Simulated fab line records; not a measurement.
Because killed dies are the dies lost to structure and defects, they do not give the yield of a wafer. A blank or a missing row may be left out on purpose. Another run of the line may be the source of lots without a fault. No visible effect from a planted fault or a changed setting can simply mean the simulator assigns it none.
Chamber matching -- flow n5-finfet -- N5_FIN_SAQP_ETCH_64 on rie-si-06 has 4 sister chambers
The step etches SiO2 in CF4, target depth 1.5 nm. 8 wafers are shown with their chamber, then 8 later ones without.

== EACH WAFER AND ITS CHAMBER ==
wafer,chamber,throttle-valve-pct (%),oes-product-au (a.u.)
L077.3,3,21.63,1.054
L078.3,0,21.49,0.974
L078.6,0,21.47,0.971
L079.2,1,21.92,0.961
L089.2,2,21.79,0.985
L089.4,3,21.64,1.047
L089.5,1,21.93,0.947
L090.1,2,21.81,0.994

== WAFERS WHOSE CHAMBER IS MISSING ==
wafer,throttle-valve-pct (%),oes-product-au (a.u.)
L090.3,21.48,0.967
L090.5,21.64,1.042
L091.3,21.63,1.060
L091.5,21.83,0.997
L091.6,21.90,0.962
L095.1,21.62,1.046
L095.3,21.48,0.974
L095.6,21.92,0.960

== EACH ONE'S CHAMBER ==
wafer,from the rows above,in truth
L090.3,0,0
L090.5,3,3
L091.3,3,3
L091.5,2,2
L091.6,1,1
L095.1,3,3
L095.3,0,0
L095.6,1,1
Correctly placed: 8 of 8. Number that these rows cannot place: 0. 0 placed wrongly.
How it was worked out, from the rows above alone: a wafer's distance from a chamber is the root of the sum, over the readings, of the square of ((its reading less the chamber's mean) divided by the reading's scatter). If the next closest chamber is less than 2 further off than the closest, the wafer can't be placed; otherwise it belongs to the closest. A chamber's mean is the mean of its shown wafers. The scatter: take each reading less its chamber's mean, square it, sum over the shown wafers, divide by the number of wafers less the number of chambers, and take the root.
